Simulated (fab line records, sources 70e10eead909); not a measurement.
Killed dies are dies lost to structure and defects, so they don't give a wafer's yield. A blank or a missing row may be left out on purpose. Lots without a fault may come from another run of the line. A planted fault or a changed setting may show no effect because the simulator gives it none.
Which tool did it? | flow nand_harc | 6 lots, 18 wafers sampled, at 2 steps of a route of 1302

WHAT THE GAUGES READ, wafer by wafer
NHARC_P_ZERO_WELL_CD_MEAS_37: target cd 720 nm.
lot  | measured     | on        | cd_nm (nm)
L461 | day 2 20:14  | cd_sem-03 | 721.0 721.2 719.9
L468 | day 5 18:17  | cd_sem-01 | 721.7 716.2 720.8
L473 | day 7 20:08  | cd_sem-02 | 722.3 716.6 721.6
L475 | day 8 16:16  | cd_sem-02 | 719.8 717.5 718.3
L478 | day 9 22:17  | cd_sem-02 | 720.4 719.9 721.9
L480 | day 10 18:20 | cd_sem-03 | 720.5 719.2 719.0

WHICH TOOL RAN EACH LOT (tool, then ch and the chambers of the sampled wafers, then the start)
lot  | NHARC_P_ZERO_WELL_DESCUM_26
L461 | rie_diel-01 ch 0,2,3, day 2 18:46
L468 | rie_diel-04 ch 2,3, day 5 16:49
L473 | rie_diel-05 ch 0,1,2, day 7 18:40
L475 | rie_diel-05 ch 0,1,3, day 8 14:53
L478 | rie_diel-05 ch 1,2,3, day 9 20:50
L480 | rie_diel-04 ch 0,1, day 10 16:59
- NHARC_P_ZERO_WELL_DESCUM_26: chemistry O2, time 3 s.

THE ANSWER, worked out from the rows above alone
Rule: what is usual is taken from the lots themselves. Put in order of their means at a reading, lots are off if they are a third of the lots or fewer, leave a main group of 4 or more, and stand apart from it by a gap of 3 or more times the standard deviation of the main group's means; of several such gaps the widest counts. A main group whose means are all the same, to the digits that the tables above print for the reading, isn't used. A lot without any number at a reading at which 4 lots or more have one is off too. The other lots that the step has rows for count as sound.
No lot is off at any reading shown: from this, nothing can be told.

WHAT THE SIMULATOR HAD PUT IN
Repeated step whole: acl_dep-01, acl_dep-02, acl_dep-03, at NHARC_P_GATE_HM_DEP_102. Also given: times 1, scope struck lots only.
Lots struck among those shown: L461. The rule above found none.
